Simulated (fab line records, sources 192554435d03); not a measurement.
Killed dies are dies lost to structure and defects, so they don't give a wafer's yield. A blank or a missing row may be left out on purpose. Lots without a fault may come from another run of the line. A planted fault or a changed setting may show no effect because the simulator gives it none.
Chamber matching | flow n5_finfet | N5_BEOL_M3_STRIP_19 on rie_diel-01: 4 sister chambers
The step strips in O2. 4 wafers are shown with their chamber, then 7 later ones without.

WAFERS WITH THEIR CHAMBER
wafer  | chamber | throttle_valve_pct (%)
L086.5 | 3       | 16.68
L090.5 | 0       | 16.20
L097.2 | 1       | 16.78
L097.4 | 2       | 16.85

WAFERS WITHOUT THEIR CHAMBER
wafer  | throttle_valve_pct (%)
L097.5 | 16.77
L094.2 | 16.77
L094.3 | 16.73
L094.5 | 16.78
L096.4 | 16.87
L096.5 | 16.78
L096.6 | 16.21

WHICH CHAMBER EACH WENT THROUGH
wafer  | from the rows above     | in truth
L097.5 | 1                       | 1
L094.2 | 1                       | 1
L094.3 | can't be placed: 1 or 3 | 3
L094.5 | 1                       | 1
L096.4 | 2                       | 2
L096.5 | 1                       | 1
L096.6 | 0                       | 0
Placed correctly: 6 of 7. Can't be placed from these rows: 1 (the true chamber is among the candidates in 1). Placed wrongly: 0.
How it was worked out, from the rows above alone: a wafer's distance from a chamber is the root of the sum, over the readings, of the square of ((its reading less the chamber's mean) divided by the reading's scatter). The wafer belongs to the nearest chamber; if the next one is less than 2 further off, it can't be placed. A chamber's mean is the mean of its shown wafers. The scatter: with one shown wafer a chamber, the root of the mean of the squares of how far each hidden wafer lies from its nearest shown one.
